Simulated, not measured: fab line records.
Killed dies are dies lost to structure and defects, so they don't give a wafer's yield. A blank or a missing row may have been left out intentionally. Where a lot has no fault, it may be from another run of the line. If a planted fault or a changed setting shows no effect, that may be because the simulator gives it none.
Which tool did it? | flow nand harc | Sampling: 12 lots, 36 wafers, 6 of 1302 route steps

WHAT EACH GAUGE READ, for each wafer
NHARC_A_BLC_INSPECT_28.
lot  | measured     | on                | raw defect count
L142 | day 22 22:07 | defect inspect-01 | 455 436 527
L141 | day 23 00:32 | defect inspect-01 | 631 464 630
L144 | day 24 03:23 | defect inspect-01 | 553 713 652
L149 | day 25 20:59 | defect inspect-01 | 465 575 497
L147 | day 26 02:35 | defect inspect-01 | 619 543 446
L148 | day 26 09:11 | defect inspect-02 | 586 751 925
L155 | day 28 20:11 | defect inspect-02 | 462 624 602
L153 | day 28 22:58 | defect inspect-01 | 499 338 481
L154 | day 29 08:22 | defect inspect-02 | 486 329 428
L156 | day 29 14:44 | defect inspect-01 | 539 491 432
L163 | day 32 02:58 | defect inspect-02 | 402 548 408
L162 | day 33 14:17 | defect inspect-01 | 468 479 597

NHARC_END_SORT_01.
lot  | measured     | on        | defect limited yield (%) | killed at array | killed at other | killed at periphery | killed dies | killed open | killed short
L144 | day 25 19:09 | prober-02 | 87.0 88.5 87.3           | 86 72 80        | 1 2 2           | 1 4 4               | 88 78 86    | 2 0 3       | 0 3 1
L149 | day 27 15:46 | prober-01 | 88.0 91.0 92.2           | 70 57 48        | 0 0 0           | 11 4 5              | 81 61 53    | 7 3 5       | 4 3 1
L147 | day 27 20:07 | prober-02 | 89.5 89.2 91.0           | 61 67 53        | 2 1 1           | 8 5 7               | 71 73 61    | 8 4 2       | 3 3 2
L148 | day 28 04:44 | prober-02 | 89.5 86.4 87.7           | 64 86 77        | 4 4 2           | 3 2 4               | 71 92 83    | 3 4 3       | 3 4 5
L155 | day 30 11:59 | prober-01 | 91.7 90.5 90.8           | 52 62 57        | 1 0 2           | 3 2 3               | 56 64 62    | 8 4 7       | 1 3 1

TOOL THAT RAN EACH LOT (tool first, then ch and the chambers of the sampled wafers, then the start)
lot  | NHARC_A_BLC_CMP_25            | NHARC_A_M0_ETCH_34                 | NHARC_A_M0_ECD_22              | NHARC_A_M0_CMP_23
L142 | cmp-03 ch 0,2,3, day 22 21:44 | rie diel-06 ch 2,3, day 22 23:25   | ecd cu-01 ch 0, day 23 00:37   | cmp-04 ch 0,2,3, day 23 01:22
L141 | cmp-03 ch 0,3, day 23 00:07   | rie diel-05 ch 1,2, day 23 01:42   | ecd cu-01 ch 0,1, day 23 02:54 | cmp-04 ch 0,2,3, day 23 03:40
L144 | cmp-02 ch 0,1,2, day 24 02:59 | rie diel-06 ch 1,2,3, day 24 04:26 | ecd cu-02 ch 1, day 24 05:41   | cmp-02 ch 0,3, day 24 06:22
L149 | cmp-02 ch 0,3, day 25 20:37   | rie diel-05 ch 0,2, day 25 22:02   | ecd cu-01 ch 0,1, day 25 23:26 | cmp-04 ch 0,1, day 26 00:11
L147 | cmp-01 ch 0,1,2, day 26 02:11 | rie diel-06 ch 1,2, day 26 03:46   | ecd cu-02 ch 0,1, day 26 05:01 | cmp-04 ch 0,1,2, day 26 05:40
L148 | cmp-01 ch 0,2, day 26 08:46   | rie diel-05 ch 0,1,2, day 26 10:22 | ecd cu-01 ch 1, day 26 11:32   | cmp-02 ch 0,1, day 26 13:46
L155 | cmp-03 ch 0,1,3, day 28 19:46 | rie diel-05 ch 0,2,3, day 28 21:14 | ecd cu-01 ch 0,1, day 28 22:26 | cmp-03 ch 0,1,2, day 28 23:09
L153 | cmp-03 ch 0,1,3, day 28 22:34 | rie diel-05 ch 0,1,2, day 29 00:10 | ecd cu-01 ch 0,1, day 29 01:21 | cmp-03 ch 0,1,3, day 29 02:04
L154 | cmp-02 ch 0,1,2, day 29 07:56 | rie diel-06 ch 0,2,3, day 29 09:33 | ecd cu-02 ch 0,1, day 29 10:46 | cmp-03 ch 0,2,3, day 29 11:29
L156 | cmp-01 ch 0,1,3, day 29 14:25 | rie diel-05 ch 0,1,2, day 29 15:49 | ecd cu-02 ch 0,1, day 29 17:02 | cmp-03 ch 0,3, day 29 17:43
L163 | cmp-03 ch 0,2,3, day 32 02:35 | rie diel-06 ch 0,3, day 32 04:09   | ecd cu-02 ch 0,1, day 32 05:26 | cmp-04 ch 0,1, day 32 06:07
L162 | cmp-02 ch 0,1,2, day 33 13:54 | rie diel-13 ch 0,2,3, day 33 15:28 | ecd cu-02 ch 1, day 33 16:38   | cmp-02 ch 2,3, day 33 17:22
- NHARC_A_BLC_CMP_25: polishes, t overpolish 30 s, target thk 150 nm.
- NHARC_A_M0_ETCH_34: etches the open film in N2/H2, target depth 40 nm, overetch 12 nm, time 43.94 s.
- NHARC_A_M0_ECD_22: material Cu, target thk 400 nm.
- NHARC_A_M0_CMP_23: polishes, t overpolish 20 s, target thk 113.75 nm.

AS READ BY THE TOOLS THEMSELVES (means over the sampled wafers that have a number; for cases with no such wafer, the mark the record gives instead)
NHARC_A_BLC_CMP_25.
lot  | tool   | motor current A (A) | overpolish run s (s) | retaining ring pressure frac | time to endpoint s (s)
L142 | cmp-03 | 12.4                | 29.990               | 1.001                        | 29.7
L141 | cmp-03 | 11.6                | 30.003               | 0.997                        | 29.7
L144 | cmp-02 | 12.1                | 30.000               | 0.999                        | 24.9
L149 | cmp-02 | 11.5                | 29.996               | 0.999                        | 26.9
L147 | cmp-01 | 11.9                | 29.995               | 1.004                        | 28.7
L148 | cmp-01 | 11.8                | 30.013               | 0.999                        | 26.7
L155 | cmp-03 | 11.6                | 29.987               | 0.997                        | 32.0
L153 | cmp-03 | 11.8                | 29.997               | 0.998                        | 34.4
L154 | cmp-02 | 11.9                | 29.997               | 0.997                        | 28.2
L156 | cmp-01 | 12.2                | 29.999               | 1.002                        | 28.4
L163 | cmp-03 | 12.3                | 30.000               | 0.997                        | 29.7
L162 | cmp-02 | 11.8                | 29.995               | 1.000                        | 36.8

NHARC_A_M0_ETCH_34.
lot  | tool        | drypump motor current A (A) | oes product au (a.u.) | rf vpp V (V) | showerhead plenum p Torr (Torr) | throttle valve pct (%)
L142 | rie diel-06 | 5.3                         | 0.998                 | 428.1        | 1.95                            | 14.179
L141 | rie diel-05 | 6.2                         | 0.999                 | 428.9        | 1.95                            | 14.169
L144 | rie diel-06 | 5.6                         | 0.995                 | 429.7        | 1.96                            | 14.178
L149 | rie diel-05 | 5.8                         | 0.997                 | 431.5        | 2.09                            | 14.173
L147 | rie diel-06 | 5.9                         | 0.996                 | 428.9        | 1.97                            | 14.165
L148 | rie diel-05 | 6.0                         | 1.002                 | 429.7        | 2.01                            | 14.180
L155 | rie diel-05 | 5.7                         | 0.997                 | 431.1        | 2.05                            | 14.165
L153 | rie diel-05 | 6.0                         | 0.993                 | 429.3        | 2.01                            | 14.171
L154 | rie diel-06 | 5.3                         | 0.997                 | 427.9        | 1.96                            | 14.167
L156 | rie diel-05 | 6.0                         | 0.988                 | 429.4        | 2.01                            | 14.162
L163 | rie diel-06 | 5.5                         | 0.998                 | 426.4        | 1.90                            | 14.172
L162 | rie diel-13 | 5.5                         | 0.998                 | 428.1        | 1.96                            | 14.182

NHARC_A_M0_CMP_23.
lot  | tool   | motor current A (A) | retaining ring pressure frac | time to endpoint s (s)
L142 | cmp-04 | 11.5                | 0.999                        | 27.9
L141 | cmp-04 | 12.0                | 1.003                        | 26.9
L144 | cmp-02 | 12.2                | 1.001                        | 26.8
L149 | cmp-04 | 11.5                | 1.000                        | 26.8
L147 | cmp-04 | 11.5                | 1.000                        | 29.2
L148 | cmp-02 | 13.3                | 0.997                        | 27.2
L155 | cmp-03 | 11.9                | 1.000                        | 29.7
L153 | cmp-03 | 11.4                | 1.000                        | 32.7
L154 | cmp-03 | 12.9                | 0.994                        | 30.1
L156 | cmp-03 | 11.7                | 0.995                        | 33.3
L163 | cmp-04 | 11.3                | 0.999                        | 31.7
L162 | cmp-02 | 10.6                | 0.999                        | 28.2

THE ANSWER, worked out from the rows above alone
Rule: the usual values come from the lots themselves. The widest of any qualifying gaps counts: lots, ordered by their means at a reading, are off when they make up no more than a third of the lots, leave a main group of 4 or more, and stand apart from it by 3 or more times the standard deviation of that group's means. A main group is skipped when, at the precision printed for the reading in the tables above, its means are all equal. Also off: a lot with no number at a reading for which 4 or more lots have one. Any other lot the step has rows for is counted as sound. First the gauges in route order, then the tools' own readings, where a lot's mean is used as printed above. The first step at which some lot is off is used, and at that step the reading that is off furthest; a lot without a number counts as furthest.
No lot is off at any reading shown: from this, nothing can be told.

WHAT THE SIMULATOR HAD INSERTED
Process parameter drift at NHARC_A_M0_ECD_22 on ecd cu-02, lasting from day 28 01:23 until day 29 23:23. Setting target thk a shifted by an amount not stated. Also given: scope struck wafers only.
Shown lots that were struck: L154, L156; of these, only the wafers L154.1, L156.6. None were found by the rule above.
